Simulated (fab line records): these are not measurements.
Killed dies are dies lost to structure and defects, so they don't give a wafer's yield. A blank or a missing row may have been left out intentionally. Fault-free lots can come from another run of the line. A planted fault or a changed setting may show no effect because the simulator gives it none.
fab line records	flow n5Finfet
[record] lots = 10	wafers = 30	lastDay = 17
route steps=1938 shown SD_ACTIVATION@330 SDB@347 BEOL_M4@1111 PASSIVATION@1936
lots untouched by any fault: they come from a run of this same line in which no faults occurred
startH: the number of hours between the record's first day and the start of the first shown wafer of the lot	waitH: hours elapsed since this lot's preceding step	" as in the row above	L1.1+2: several wafers, shown together as one row	- no value, or no start given	* or withheld: withheld	< > ~ a bound
route shown NAME@n: names a module that has steps shown in the file, with the first one's number in the route	usual: mean/standard deviation taken from wafers without a fault	same: alike in all rows	chamber/n: place in a boat	sites: each site's reading	_std_site: standard deviation of those values	_edge_site: mean of outer sites minus mean of inner sites	radiusMm: for every site, how far away it sits from the centre of the wafer	mask NAME#n: copy n	behind: the most recent tool/chamber to have shaped the wafer	hold: the reason the lot was held/the length of the hold in hours/how it ended	device: transistor that didn't switch, given as n, p or np	end of line: the same wafers' tests at the end of the route	a step without rows: its recipe alone	killed: dies that structure and defects cost at the first sort, which is not the same as the wafer's yield	map: a wafer's dies, marking killed ones x, the rest . and places with no die _
set.NAME: the run value of the setting; set.NAME@STEP: its run value at that earlier step	model.NAME: the simulator's own value behind a step, which no gauge read
route steps across a sampled set of lots; one table per step, one row per wafer
services: the hour from which a tool's chamber was out of use, counted from the record's first day as startH (under 0 if before that day), plus the number of hours and why
[[steps]]
[step N5_SD_ACTIVATION_RTA_00]
[recipe] tempC = 975	timeS = 0	ambient = N2	idleTempC = 600	rampUpCPerS = 150	rampDownCPerS = 60	coolToC = 600
[usual] lampPowerPct = 8.96/0.055	wafer_temp_C_max = 974.8/2
lot.wafer	tool	chamber	startH	waitH	lampPowerPct	wafer_temp_C_max
L446.1	rtpAnneal-02	0	69.28	0.0	8.94	971.9
L446.3	"	0	"	"	9.03	971.4
L446.5	"	0	"	"	8.97	974.3
L450.1	rtpAnneal-02	0	97.49	0.0	8.90	977.3
L450.3	"	0	"	"	8.91	976.0
L450.5	"	0	"	"	8.95	974.9
L451.2	rtpAnneal-02	0	100.78	0.1	8.86	974.7
L451.3	"	0	"	"	8.89	976.7
L451.5	"	0	"	"	9.05	975.3
L454.2	rtpAnneal-01	0	117.10	0.1	8.91	975.1
L454.3	"	0	"	"	8.96	971.8
L454.5	"	0	"	"	8.96	972.7
L458.1	rtpAnneal-01	0	141.51	0.0	8.99	974.8
L458.3	"	0	"	"	9.09	973.5
L458.5	"	0	"	"	8.91	973.8
L460.1	rtpAnneal-02	0	153.13	0.0	9.03	973.4
L460.2	"	0	"	"	8.93	970.7
L460.5	"	0	"	"	8.97	973.0
L462.2	rtpAnneal-02	0	166.31	0.1	8.93	971.7
L462.5	"	0	"	"	8.95	973.3
L462.6	"	0	"	"	8.90	975.0
L463.2	rtpAnneal-01	0	174.27	0.2	8.94	972.4
L463.4	"	0	"	"	8.97	978.0
L463.5	"	0	"	"	8.98	977.5
L465.1	rtpAnneal-02	0	182.71	0.0	8.87	976.6
L465.3	"	0	"	"	8.92	974.2
L465.4	"	0	"	"	9.03	974.0
L466.1	rtpAnneal-01	0	196.88	0.0	9.05	973.7
L466.3	"	0	"	"	8.97	978.7
L466.4	"	0	"	"	8.97	972.9
[step N5_SD_ACTIVATION_RS_MEAS_03]
[recipe] thkMeasGauge = four-point-probe
[usual] RS_SD_N = 21.92/0.28	RS_SD_P = 56.1/0.97
lot.wafer	tool	chamber	startH	waitH	RS_SD_N[ohm/sq]	RS_SD_P[ohm/sq]
L446.1	filmMetro-02	-	69.69	0.2	21.20	55.2
L446.3	"	-	"	"	21.75	55.8
L446.5	"	-	"	"	21.22	54.6
L450.1	filmMetro-01	-	97.89	0.2	21.97	54.7
L450.3	"	-	"	"	21.50	55.8
L450.5	"	-	"	"	21.91	55.1
L451.2	filmMetro-01	-	101.17	0.2	21.82	56.8
L451.3	"	-	"	"	21.73	56.7
L451.5	"	-	"	"	21.96	57.1
L454.2	filmMetro-02	-	117.49	0.2	21.85	55.9
L454.3	"	-	"	"	22.18	55.6
L454.5	"	-	"	"	21.95	55.8
L458.1	filmMetro-02	-	141.93	0.2	21.94	56.9
L458.3	"	-	"	"	21.96	57.1
L458.5	"	-	"	"	22.08	56.8
L460.1	filmMetro-02	-	153.57	0.2	22.20	58.1
L460.2	"	-	"	"	22.28	59.0
L460.5	"	-	"	"	22.40	58.8
L462.2	filmMetro-02	-	166.70	0.2	21.33	56.3
L462.5	"	-	"	"	21.70	57.8
L462.6	"	-	"	"	21.72	55.8
L463.2	filmMetro-02	-	174.84	0.2	22.06	56.1
L463.4	"	-	"	"	22.25	55.7
L463.5	"	-	"	"	22.18	56.7
L465.1	filmMetro-02	-	183.11	0.2	21.78	56.0
L465.3	"	-	"	"	21.84	54.9
L465.4	"	-	"	"	21.78	55.1
L466.1	filmMetro-01	-	197.31	0.2	22.37	55.9
L466.3	"	-	"	"	21.68	54.7
L466.4	"	-	"	"	22.31	56.0
[step N5_SDB_HM_DEP_00]
[recipe] material = SiNx	targetThkA = 400	tempC = 400	precursor = SiH4/NH3/N2	pressureTorr = 1.5	rfW = 300	timeS = 35.3
[usual] heaterPowerW = 706/62	showerheadPlenumPTorr = 5.15/0.056	showerheadVppV = 1073/35	throttleValvePct = 40.6/2.2
lot.wafer	tool	chamber	startH	waitH	heaterPowerW	showerheadPlenumPTorr	showerheadVppV	throttleValvePct
L446.1	pecvd-02	2	76.30	0.0	783	5.04	1133	38.0
L446.3	"	0	"	"	720	5.09	1102	41.3
L446.5	"	2	"	"	649	5.03	1147	37.9
L450.1	pecvd-04	2	104.52	0.0	729	5.15	1025	37.6
L450.3	"	1	"	"	695	5.13	1064	42.1
L450.5	"	1	"	"	688	5.14	1049	42.5
L451.2	pecvd-03	0	107.88	0.0	719	5.14	1023	38.2
L451.3	"	2	"	"	895	5.12	1093	40.5
L451.5	"	1	"	"	547	5.14	1094	40.6
L454.2	pecvd-04	2	124.33	0.0	665	5.16	1044	37.7
L454.3	"	1	"	"	754	5.13	1057	42.3
L454.5	"	1	"	"	732	5.12	1048	42.4
L458.1	pecvd-04	1	148.71	0.0	659	5.11	1059	42.3
L458.3	"	2	"	"	622	5.16	1044	37.9
L458.5	"	1	"	"	669	5.12	1051	42.2
L460.1	pecvd-03	1	160.40	0.0	605	5.13	1089	40.4
L460.2	"	2	"	"	809	5.14	1104	40.5
L460.5	"	2	"	"	810	5.14	1089	40.6
L462.2	pecvd-04	2	173.30	0.0	735	5.15	1030	37.7
L462.5	"	2	"	"	730	5.14	1030	37.9
L462.6	"	1	"	"	673	5.13	1062	42.6
L463.2	pecvd-03	1	182.46	0.0	623	5.13	1084	40.7
L463.4	"	0	"	"	724	5.15	1029	38.8
L463.5	"	1	"	"	612	5.15	1093	40.6
L465.1	pecvd-02	1	189.74	0.0	726	5.28	1021	41.6
L465.3	"	2	"	"	706	5.02	1128	38.3
L465.4	"	0	"	"	694	5.09	1098	41.7
L466.1	pecvd-02	1	204.12	0.0	731	5.27	1049	41.9
L466.3	"	0	"	"	718	5.09	1105	41.7
L466.4	"	0	"	"	712	5.09	1091	41.6
[step N5_SDB_COAT_05]
[recipe] resist = CAR-ArF	spinRpm = 1500	resistThkNm = 90
[usual] spinSpeedRpm = 1500.1/0.96
lot.wafer	tool	chamber	startH	waitH	spinSpeedRpm
L446.1	lithoTrack-04	0	76.39	-	1501.4
L446.3	"	0	"	"	1500.3
L446.5	"	0	"	"	1502.0
L450.1	lithoTrack-05	0	104.61	-	1500.3
L450.3	"	0	"	"	1500.3
L450.5	"	0	"	"	1501.1
L451.2	lithoTrack-04	0	107.96	-	1371.1
L451.3	"	0	"	"	1370.2
L451.5	"	0	"	"	1370.8
L454.2	lithoTrack-04	0	124.41	-	1368.0
L454.3	"	0	"	"	1367.3
L454.5	"	0	"	"	1368.2
L458.1	lithoTrack-05	0	148.80	-	1499.9
L458.3	"	0	"	"	1500.8
L458.5	"	0	"	"	1499.2
L460.1	lithoTrack-01	0	160.49	-	1500.4
L460.2	"	0	"	"	1500.5
L460.5	"	0	"	"	1500.9
L462.2	lithoTrack-01	0	173.39	-	1500.1
L462.5	"	0	"	"	1498.7
L462.6	"	0	"	"	1499.3
L463.2	lithoTrack-05	0	182.55	-	1501.5
L463.4	"	0	"	"	1500.9
L463.5	"	0	"	"	1500.5
L465.1	lithoTrack-05	0	189.83	-	1499.4
L465.3	"	0	"	"	1499.7
L465.4	"	0	"	"	1499.4
L466.1	lithoTrack-04	0	204.20	-	1500.9
L466.3	"	0	"	"	1501.4
L466.4	"	0	"	"	1501.0
[step N5_BEOL_M4_RC_MEAS_101]
[usual] DIBL_N = 36.8/2.2	DIBL_P = 37.0/2.8	IOFF_N = 0.18/0.043	IOFF_P = 0.23/0.05	ION_N = 680/14	ION_P = 466/9.1	SS_N = 71.7/0.74	SS_P = 73.5/0.79	VT_N = 248/4	VT_P = -249/4.1
lot.wafer	tool	chamber	startH	waitH	DIBL_N[mV/V]	DIBL_P[mV/V]	IOFF_N[nA/um]	IOFF_P[nA/um]	ION_N[uA/um]	ION_P[uA/um]	SS_N[mV/dec]	SS_P[mV/dec]	VT_N[mV]	VT_P[mV]
L446.1	prober-01	0	169.07	0.0	39.6	41.3	0.29	0.36	715	484	72.7	74.8	238	-241
L446.3	"	0	"	"	35.4	36.2	0.17	0.22	691	470	71.5	73.3	247	-246
L446.5	"	0	"	"	37.8	39.6	0.23	0.32	696	480	72.1	74.0	243	-242
L451.2	prober-02	0	203.49	0.2	37.2	36.0	0.17	0.22	678	465	72.8	73.9	248	-248
L451.3	"	0	"	"	34.5	33.0	0.13	0.18	658	457	71.3	72.6	250	-250
L451.5	"	0	"	"	38.6	38.7	0.20	0.26	677	469	72.6	73.6	246	-246
L450.1	prober-02	0	205.15	0.0	38.0	36.7	0.21	0.23	690	468	71.7	73.6	246	-250
L450.3	"	0	"	"	39.4	38.2	0.22	0.24	699	469	72.1	74.7	249	-248
L450.5	"	0	"	"	34.8	32.6	0.13	0.16	684	462	71.1	72.6	253	-253
L454.2	prober-02	0	230.72	0.2	40.1	39.8	0.20	0.30	671	470	72.0	74.3	249	-244
L454.3	"	0	"	"	38.5	38.5	0.19	0.28	681	477	71.6	73.3	246	-243
L454.5	"	0	"	"	42.5	42.6	0.27	0.36	700	479	73.1	74.9	244	-242
L458.1	prober-02	0	254.04	0.0	39.4	41.1	0.25	0.29	703	478	72.8	74.9	243	-244
L458.3	"	0	"	"	34.7	32.9	0.14	0.15	672	454	71.4	72.9	250	-255
L458.5	"	0	"	"	35.5	35.6	0.15	0.20	670	461	71.3	72.9	250	-252
L460.1	prober-02	0	255.22	0.0	38.0	35.6	0.16	0.18	675	453	71.6	73.2	249	-254
L460.2	"	0	"	"	38.0	37.6	0.18	0.21	678	454	72.3	73.6	249	-251
L460.5	"	0	"	"	34.9	31.6	0.12	0.13	662	448	71.6	72.1	254	-256
L463.2	prober-01	0	284.66	0.2	33.8	32.3	0.13	0.18	664	461	71.4	72.0	253	-252
L463.4	"	0	"	"	36.8	36.9	0.18	0.25	682	468	71.5	72.8	247	-249
L463.5	"	0	"	"	38.4	38.7	0.23	0.27	700	479	71.8	73.7	242	-248
L462.2	prober-02	0	284.80	0.2	34.6	34.2	0.13	0.19	664	457	70.7	73.0	252	-251
L462.5	"	0	"	"	30.4	29.0	0.08	0.12	636	441	69.9	71.5	259	-257
L462.6	"	0	"	"	39.2	40.9	0.25	0.31	695	474	71.6	74.1	242	-244
L465.1	prober-01	0	291.49	0.0	37.4	36.0	0.18	0.20	687	459	71.9	73.4	249	-252
L465.3	"	0	"	"	39.8	41.2	0.25	0.31	707	480	73.3	74.3	244	-249
L465.4	"	0	"	"	38.5	37.6	0.21	0.23	683	460	72.8	73.8	247	-250
L466.1	prober-01	0	298.57	0.0	33.4	34.3	0.12	0.17	671	460	70.6	73.1	256	-255
L466.3	"	0	"	"	37.3	39.2	0.20	0.25	687	468	71.6	73.7	246	-250
L466.4	"	0	"	"	35.5	37.2	0.15	0.22	670	466	71.4	73.1	251	-250
[step N5_PASSIVATION_PROBE_49]
[usual] defectLimitedYield = 91.4/1.5	killed_at_M0_to_M3 = 36/11	killed_at_M4_up = 14/6	killedAtContacts = 11/6	killedAtFrontEnd = 37/11	killedAtOther = 4/3.4	killedDies = 102/18	killedOnRim = 13/3.5	killedOpen = 66/13	killedShort = 34/7.8	sort_bin_4_leakage = 0.00/0.017	sort_bin_5_function = 5.0/0.97	sort_bin_6_memory = 3.2/0.7	sort_bin_8_speed = 0.0/0.38	sortNPass = 1078/19	sortYieldPct = 91.3/1.6
[same] grossDies = 1180	killedAtBackSide = 0
lot.wafer	tool	chamber	startH	waitH	defectLimitedYield[%]	killed_at_M0_to_M3	killed_at_M4_up	killedAtContacts	killedAtFrontEnd	killedAtOther	killedDies	killedOnRim	killedOpen	killedShort	sort_bin_4_leakage[%]	sort_bin_5_function[%]	sort_bin_6_memory[%]	sort_bin_8_speed[%]	sortNPass	sortYieldPct[%]
L451.2	prober-01	-	306.32	0.1	90.9	41	20	20	26	0	107	9	76	30	0	6.0	2.8	0	1073	90.9
L451.3	prober-01	-	306.37	0.1	91.6	38	28	5	26	2	99	16	76	19	0	5.3	2.9	0	1081	91.6
L451.5	prober-01	-	306.47	0.2	93.2	23	9	14	31	3	80	9	56	23	0	4.1	2.4	0	1100	93.2
L450.1	prober-02	-	313.20	0.0	90.8	40	8	16	42	2	108	11	66	40	0	6.0	3.1	0	1072	90.8
L450.3	prober-02	-	313.30	0.1	90.4	41	9	19	37	7	113	19	78	33	0	4.9	4.3	0	1067	90.4
L450.5	prober-02	-	313.40	0.2	90.2	41	15	18	41	1	116	14	89	25	0	5.9	3.5	0	1064	90.2
L454.2	prober-01	-	332.22	0.1	88.1	76	12	9	44	0	141	15	94	47	0	7.5	4.4	0	1039	88.1
L454.3	prober-01	-	332.27	0.1	90.8	33	14	8	45	8	108	18	74	28	0	5.3	3.3	0	1072	90.8
L454.5	prober-01	-	332.37	0.2	88.6	40	4	4	77	9	134	20	95	39	0.08	6.3	4.7	0	1045	88.6
L460.1	prober-02	-	358.91	0.6	91.6	21	9	6	59	4	99	14	67	32	0	5.8	2.5	0	1081	91.6
L460.2	prober-02	-	358.96	0.7	89.4	42	19	12	43	9	125	11	84	41	0	5.9	4.2	0	1055	89.4
L460.5	prober-02	-	359.11	0.8	88.6	43	7	18	54	12	134	15	98	36	0	6.9	4.5	0	1046	88.6
L458.1	prober-02	-	359.21	0.5	90.0	48	24	26	20	0	118	13	87	31	0	5.9	3.7	0	1062	90.0
L458.3	prober-02	-	359.31	0.6	90.6	22	36	6	43	4	111	19	71	39	0	5.3	3.8	0	1069	90.6
L458.5	prober-02	-	359.41	0.7	91.5	30	25	8	36	1	100	15	64	35	0	5.7	2.5	0	1080	91.5
L463.2	prober-02	-	390.76	0.1	93.1	15	9	4	43	10	81	13	37	28	0	3.7	2.2	0	1099	93.1
L463.4	prober-02	-	390.86	0.2	95.1	16	10	3	26	3	58	9	34	24	0	3.1	1.7	0	1122	95.1
L463.5	prober-02	-	390.91	0.2	93.2	28	10	10	27	5	80	8	45	33	0	3.9	2.7	0	1100	93.2
// killed by level:class
L451.2 MOL_CONTACT_COAG:geometricParticle:open=18 BEOL_M1:geometricParticle:open=10 BEOL_M4:geometricParticle:open=10 BEOL_M2:geometricParticle:open=9 FIN_SAQP:geometricParticle:short=7 BEOL_M1:geometricParticle:short=6 STI_FIN_REVEAL:geometricParticle:open=5 BEOL_M0_SAQP:geometricParticle:short=4
L451.3 BEOL_M4:geometricParticle:open=16 BEOL_M3:geometricParticle:open=12 BEOL_M1:geometricParticle:open=9 BEOL_M0_SAQP:geometricParticle:open=8 DUMMY_GATE:geometricParticle:open=6 BEOL_M5:geometricParticle:open=5 FIN_SAQP:geometricParticle:short=4 MOL_CONTACT_COAG:geometricParticle:open=4
L451.5 MOL_CONTACT_COAG:geometricParticle:open=11 BEOL_M3:geometricParticle:open=6 DUMMY_GATE:geometricParticle:open=5 BEOL_M0_SAQP:geometricParticle:open=5 BEOL_M4:geometricParticle:open=5 STI_FIN_REVEAL:geometricParticle:open=4 GATE_CUT:geometricParticle:short=4 BEOL_M2:geometricParticle:open=4
L450.1 MOL_CONTACT_COAG:geometricParticle:open=13 BEOL_M3:geometricParticle:open=11 BEOL_M0_SAQP:geometricParticle:short=11 FIN_SAQP:geometricParticle:open=9 STI_FIN_REVEAL:geometricParticle:open=7 BEOL_M0_SAQP:geometricParticle:open=5 BEOL_M1:geometricParticle:open=5 STI_FIN_REVEAL:geometricParticle:short=4
L450.3 FIN_SAQP:geometricParticle:open=17 MOL_CONTACT_COAG:geometricParticle:open=14 BEOL_M1:geometricParticle:open=11 BEOL_M3:geometricParticle:open=7 BEOL_M0_SAQP:geometricParticle:open=6 BEOL_M2:geometricParticle:open=6 MOL_CONTACT_COAG:geometricParticle:short=5 BEOL_M0_SAQP:geometricParticle:short=5
L450.5 MOL_CONTACT_COAG:geometricParticle:open=16 FIN_SAQP:geometricParticle:open=12 BEOL_M3:geometricParticle:open=12 FIN_SAQP:geometricParticle:short=9 BEOL_M4:geometricParticle:open=8 BEOL_M0_SAQP:geometricParticle:open=8 BEOL_M2:geometricParticle:open=8 STI_FIN_REVEAL:geometricParticle:open=6
L454.2 BEOL_M1:geometricParticle:open=18 BEOL_M2:geometricParticle:open=14 FIN_SAQP:geometricParticle:open=12 BEOL_M0_SAQP:geometricParticle:short=12 FIN_SAQP:geometricParticle:short=10 BEOL_M0_SAQP:geometricParticle:open=10 STI_FIN_REVEAL:geometricParticle:open=9 BEOL_M1:geometricParticle:short=8
L454.3 FIN_SAQP:geometricParticle:open=13 BEOL_M2:geometricParticle:open=10 BEOL_M1:geometricParticle:open=8 BEOL_M4:geometricParticle:open=8 DUMMY_GATE:geometricParticle:open=7 MOL_CONTACT_COAG:geometricParticle:open=6 PASS1_CAP:geometricParticle:short=6 HKMG_FIN:areaEtch=5
L454.5 FIN_SAQP:geometricParticle:open=33 BEOL_M1:geometricParticle:open=16 FIN_SAQP:geometricParticle:short=15 BEOL_M2:geometricParticle:open=11 STI_FIN_REVEAL:geometricParticle:open=10 DUMMY_GATE:geometricParticle:open=8 GATE_CUT:geometricParticle:short=6 BEOL_M2:geometricParticle:short=5
L460.1 FIN_SAQP:geometricParticle:open=15 STI_FIN_REVEAL:geometricParticle:open=11 FIN_SAQP:geometricParticle:short=9 DUMMY_GATE:geometricParticle:open=7 BEOL_M0_SAQP:geometricParticle:short=7 BEOL_M4:geometricParticle:open=7 MOL_CONTACT_COAG:geometricParticle:open=6 BEOL_M0_SAQP:geometricParticle:open=5
L460.2 FIN_SAQP:geometricParticle:open=19 BEOL_M0_SAQP:geometricParticle:open=17 BEOL_M0_SAQP:geometricParticle:short=16 BEOL_M4:geometricParticle:open=12 FIN_SAQP:geometricParticle:short=10 MOL_CONTACT_COAG:geometricParticle:open=10 STI_FIN_REVEAL:geometricParticle:open=6 PASS1_CAP:geometricParticle:open=4
L460.5 FIN_SAQP:geometricParticle:open=18 MOL_CONTACT_COAG:geometricParticle:open=16 STI_FIN_REVEAL:geometricParticle:open=12 BEOL_M2:geometricParticle:open=12 FIN_SAQP:geometricParticle:short=8 BEOL_M0_SAQP:geometricParticle:short=8 BEOL_M0_SAQP:geometricParticle:open=7 BEOL_M1:geometricParticle:open=6
L458.1 MOL_CONTACT_COAG:geometricParticle:open=24 BEOL_M2:geometricParticle:open=13 BEOL_M0_SAQP:geometricParticle:short=11 BEOL_M0_SAQP:geometricParticle:open=11 BEOL_M4:geometricParticle:open=10 BEOL_M5:geometricParticle:open=7 FIN_SAQP:geometricParticle:open=5 BEOL_M1:geometricParticle:open=5
L458.3 BEOL_M4:geometricParticle:open=14 FIN_SAQP:geometricParticle:short=12 BEOL_M5:geometricParticle:open=8 STI_FIN_REVEAL:geometricParticle:open=7 BEOL_M0_SAQP:geometricParticle:short=7 GATE_CUT:geometricParticle:short=6 BEOL_M0_SAQP:geometricParticle:open=6 FIN_SAQP:geometricParticle:open=5
L458.5 BEOL_M0_SAQP:geometricParticle:open=9 BEOL_M4:geometricParticle:open=9 FIN_SAQP:geometricParticle:open=7 MOL_CONTACT_COAG:geometricParticle:open=7 GATE_CUT:geometricParticle:short=6 FIN_SAQP:geometricParticle:short=5 BEOL_M3:geometricParticle:open=5 BEOL_M2:geometricParticle:open=5
L463.2 FIN_SAQP:geometricParticle:open=9 HKMG_FIN:areaEtch=7 ILD0:geometricParticle:short=5 BEOL_M4:geometricParticle:open=5 FIN_SAQP:geometricParticle:short=4 PASSIVATION:areaEtch=4 DUMMY_GATE:geometricParticle:open=3 ILD0:geometricParticle:open=3
L463.4 DUMMY_GATE:geometricParticle:open=8 FIN_SAQP:geometricParticle:short=6 BEOL_M1:geometricParticle:short=5 BEOL_M2:geometricParticle:open=5 BEOL_M4:geometricParticle:open=4 FIN_SAQP:geometricParticle:open=3 BEOL_M5:geometricParticle:open=3 GATE_CUT:geometricParticle:short=2
L463.5 DUMMY_GATE:geometricParticle:open=7 MOL_CONTACT_COAG:geometricParticle:open=7 BEOL_M0_SAQP:geometricParticle:short=6 BEOL_M0_SAQP:geometricParticle:open=6 FIN_SAQP:geometricParticle:short=5 BEOL_M1:geometricParticle:open=5 BEOL_M3:geometricParticle:open=4 STARTING-WAFER:geometricParticle:short=4
[[services]]
tool	chamber	startH	hours	kind
pecvd-02	0	48.66	4.3	repair
pecvd-04	2	51.75	-	calibration
pecvd-02	0	53.01	5.5	scheduledDown
pecvd-02	1	53.24	4.3	repair
lithoTrack-05	-	62.69	-	consumableReplace:filter
pecvd-03	1	64.54	5.5	scheduledDown
pecvd-03	-	80.90	2.8	pm
lithoTrack-01	-	120.50	-	consumableReplace:filter
pecvd-02	-	137.52	0.7	repair
pecvd-03	-	138.88	0.5	repair
pecvd-04	2	170.47	2.1	scheduledDown
pecvd-03	2	183.26	5.5	scheduledDown
pecvd-03	1	196.50	16.5	scheduledDown
[[key]]
[firstSign] step = N5_SDB_COAT_05	reading = spinSpeedRpm	direction = down	sigmas = 99+	usual = *	struck = *
effect none on later readings
metAt N5_SDB_COAT_05
struckLots L451,L454
notActingAt N5_SD_ACTIVATION_RTA_00,N5_SD_ACTIVATION_RS_MEAS_03,N5_SDB_HM_DEP_00
onsetBetween 76.39 107.96
[fault] kind = processParameterDrift	tool = lithoTrack-04	chamber = -	onsetH = 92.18	steps = N5_SDB_COAT_05	channel = spinRpm	offset = *	shape = step	endH = 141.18	actsIn = *	stated = *
